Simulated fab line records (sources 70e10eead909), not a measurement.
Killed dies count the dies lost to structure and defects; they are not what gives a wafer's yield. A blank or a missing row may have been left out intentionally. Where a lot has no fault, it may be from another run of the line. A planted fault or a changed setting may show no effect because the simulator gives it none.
Chamber matching | flow nandHarc | 4 sister chambers for NHARC_P_M1_DESCUM_14 on rieDiel-10
The step chemistry O2, time 3 s. 14 wafers are shown with their chamber, then 7 later ones without.

## EACH WAFER AND ITS CHAMBER
wafer  | chamber | drypumpMotorCurrentA (A) | oesProductAu (a.u.) | chamberPressureMTorr (mTorr)
L079.2 | 1       | 5.3                      | 0.995               | 59.98
L079.3 | 2       | 5.9                      | 0.997               | 60.04
L079.6 | 2       | 5.8                      | 1.003               | 60.03
L082.1 | 0       | 6.0                      | 0.992               | 59.97
L082.3 | 2       | 5.8                      | 1.010               | 60.01
L082.5 | 1       | 5.2                      | 1.000               | 59.97
L085.1 | 2       | 5.8                      | 0.988               | 60.06
L085.4 | 1       | 5.2                      | 0.996               | 59.99
L085.5 | 0       | 6.0                      | 0.980               | 60.06
L089.1 | 2       | 5.9                      | 0.995               | 60.01
L089.2 | 0       | 6.0                      | 0.995               | 59.97
L089.5 | 3       | 6.6                      | 1.006               | 60.00
L093.1 | 0       | 6.0                      | 0.989               | 60.09
L093.2 | 2       | 5.9                      | 0.989               | 60.05

SIGNATURES (averages over the wafers above)
reading              | chamber 0 | chamber 1 | chamber 2 | chamber 3 | scatter within a chamber
drypumpMotorCurrentA | 6.000     | 5.233     | 5.850     | 6.600     | 0.0465
oesProductAu         | 0.98900   | 0.99700   | 0.99700   | 1.00600   | 0.00703
chamberPressureMTorr | 60.0225   | 59.9800   | 60.0333   | 60.0000   | 0.0372
Rule: a wafer lies at a distance from a chamber equal to the root of the sum of squares, over the readings, of (its reading less the chamber's mean, divided by the reading's scatter). The wafer belongs to the nearest chamber; if the next one is less than 2 further off, it can't be placed. The scatter is the square root of a quotient: the sum, over the shown wafers, of each reading's squared deviation from its chamber's mean, divided by wafers minus chambers.

## WAFERS WHOSE CHAMBER IS MISSING
wafer  | drypumpMotorCurrentA (A) | oesProductAu (a.u.) | chamberPressureMTorr (mTorr)
L093.6 | 5.9                      | 0.989               | 59.93
L096.2 | 5.9                      | 0.985               | 59.97
L096.4 | 6.6                      | 1.010               | 59.89
L096.5 | 5.9                      | 0.993               | 59.98
L097.2 | 6.0                      | 0.982               | 60.01
L097.4 | 6.7                      | 1.011               | 59.96
L097.6 | 6.6                      | 1.008               | 59.99

## WHICH CHAMBER EACH ONE RAN IN
wafer  | from the rows above     | in truth
L093.6 | can't be placed: 2 or 0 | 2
L096.2 | can't be placed: 0 or 2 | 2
L096.4 | 3                       | 3
L096.5 | can't be placed: 2 or 0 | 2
L097.2 | 0                       | 0
L097.4 | 3                       | 3
L097.6 | 3                       | 3
Placed correctly: 4 of 7. From these rows, 3 cannot be placed; in 3 the true chamber is one of the candidates. Wrongly placed: 0.
